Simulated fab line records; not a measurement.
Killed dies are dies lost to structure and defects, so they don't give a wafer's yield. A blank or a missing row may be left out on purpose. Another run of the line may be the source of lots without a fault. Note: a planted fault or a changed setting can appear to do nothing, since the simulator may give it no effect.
Chamber matching / flow nand-harc / NHARC_A_STAIRCASE_TRIM_229 on rie-diel-06: 4 sister chambers
The step chemistry O2, time 211.2 s. 14 wafers are shown with their chamber, then 7 later ones without.

WAFERS PAIRED WITH THEIR CHAMBERS
wafer=L074.1; chamber=0; drypump-motor-current-A (A)=5.7; showerhead-plenum-p-Torr (Torr)=3.53; throttle-valve-pct (%)=17.038
wafer=L074.5; chamber=2; drypump-motor-current-A (A)=5.9; showerhead-plenum-p-Torr (Torr)=3.50; throttle-valve-pct (%)=17.025
wafer=L074.6; chamber=0; drypump-motor-current-A (A)=5.6; showerhead-plenum-p-Torr (Torr)=3.53; throttle-valve-pct (%)=17.029
wafer=L079.2; chamber=1; drypump-motor-current-A (A)=5.1; showerhead-plenum-p-Torr (Torr)=3.50; throttle-valve-pct (%)=17.058
wafer=L079.3; chamber=0; drypump-motor-current-A (A)=5.7; showerhead-plenum-p-Torr (Torr)=3.52; throttle-valve-pct (%)=17.017
wafer=L079.6; chamber=1; drypump-motor-current-A (A)=5.1; showerhead-plenum-p-Torr (Torr)=3.50; throttle-valve-pct (%)=17.024
wafer=L084.1; chamber=1; drypump-motor-current-A (A)=5.1; showerhead-plenum-p-Torr (Torr)=3.49; throttle-valve-pct (%)=17.017
wafer=L084.5; chamber=2; drypump-motor-current-A (A)=5.9; showerhead-plenum-p-Torr (Torr)=3.49; throttle-valve-pct (%)=17.025
wafer=L084.6; chamber=3; drypump-motor-current-A (A)=6.4; showerhead-plenum-p-Torr (Torr)=3.47; throttle-valve-pct (%)=17.059
wafer=L088.1; chamber=3; drypump-motor-current-A (A)=6.4; showerhead-plenum-p-Torr (Torr)=3.47; throttle-valve-pct (%)=17.060
wafer=L088.2; chamber=0; drypump-motor-current-A (A)=5.6; showerhead-plenum-p-Torr (Torr)=3.51; throttle-valve-pct (%)=17.045
wafer=L088.4; chamber=2; drypump-motor-current-A (A)=5.9; showerhead-plenum-p-Torr (Torr)=3.49; throttle-valve-pct (%)=17.042
wafer=L085.2; chamber=0; drypump-motor-current-A (A)=5.6; showerhead-plenum-p-Torr (Torr)=3.51; throttle-valve-pct (%)=17.035
wafer=L085.5; chamber=3; drypump-motor-current-A (A)=6.4; showerhead-plenum-p-Torr (Torr)=3.47; throttle-valve-pct (%)=17.042

SIGNATURES (averages over the wafers above)
reading=drypump-motor-current-A; chamber 0=5.640; chamber 1=5.100; chamber 2=5.900; chamber 3=6.400; scatter within a chamber=0.0346
reading=showerhead-plenum-p-Torr; chamber 0=3.5200; chamber 1=3.4967; chamber 2=3.4933; chamber 3=3.4700; scatter within a chamber=0.0073
reading=throttle-valve-pct; chamber 0=17.03280; chamber 1=17.03300; chamber 2=17.03067; chamber 3=17.05367; scatter within a chamber=0.0134
Rule: distance of a wafer from a chamber = root of the sum over the readings of ((wafer's reading minus chamber's mean) / reading's scatter) squared. The wafer belongs to the nearest chamber; if the next one is less than 2 further off, it can't be placed. The scatter is the square root of a quotient: the sum, over the shown wafers, of each reading's squared deviation from its chamber's mean, divided by wafers minus chambers.

WAFERS WHOSE CHAMBER IS MISSING
wafer=L085.6; drypump-motor-current-A (A)=5.9; showerhead-plenum-p-Torr (Torr)=3.48; throttle-valve-pct (%)=17.033
wafer=L096.1; drypump-motor-current-A (A)=5.1; showerhead-plenum-p-Torr (Torr)=3.47; throttle-valve-pct (%)=17.045
wafer=L096.2; drypump-motor-current-A (A)=6.4; showerhead-plenum-p-Torr (Torr)=3.46; throttle-valve-pct (%)=17.039
wafer=L096.3; drypump-motor-current-A (A)=5.9; showerhead-plenum-p-Torr (Torr)=3.47; throttle-valve-pct (%)=17.032
wafer=L095.3; drypump-motor-current-A (A)=5.1; showerhead-plenum-p-Torr (Torr)=3.47; throttle-valve-pct (%)=17.037
wafer=L095.5; drypump-motor-current-A (A)=5.9; showerhead-plenum-p-Torr (Torr)=3.47; throttle-valve-pct (%)=17.022
wafer=L095.6; drypump-motor-current-A (A)=5.1; showerhead-plenum-p-Torr (Torr)=3.47; throttle-valve-pct (%)=17.032

THE CHAMBER EACH PASSED THROUGH
wafer=L085.6; from the rows above=2; in truth=2
wafer=L096.1; from the rows above=1; in truth=1
wafer=L096.2; from the rows above=3; in truth=3
wafer=L096.3; from the rows above=2; in truth=2
wafer=L095.3; from the rows above=1; in truth=1
wafer=L095.5; from the rows above=2; in truth=2
wafer=L095.6; from the rows above=1; in truth=1
Placed correctly: 7 of 7. Not placeable from these rows: 0. Wrongly placed: 0.
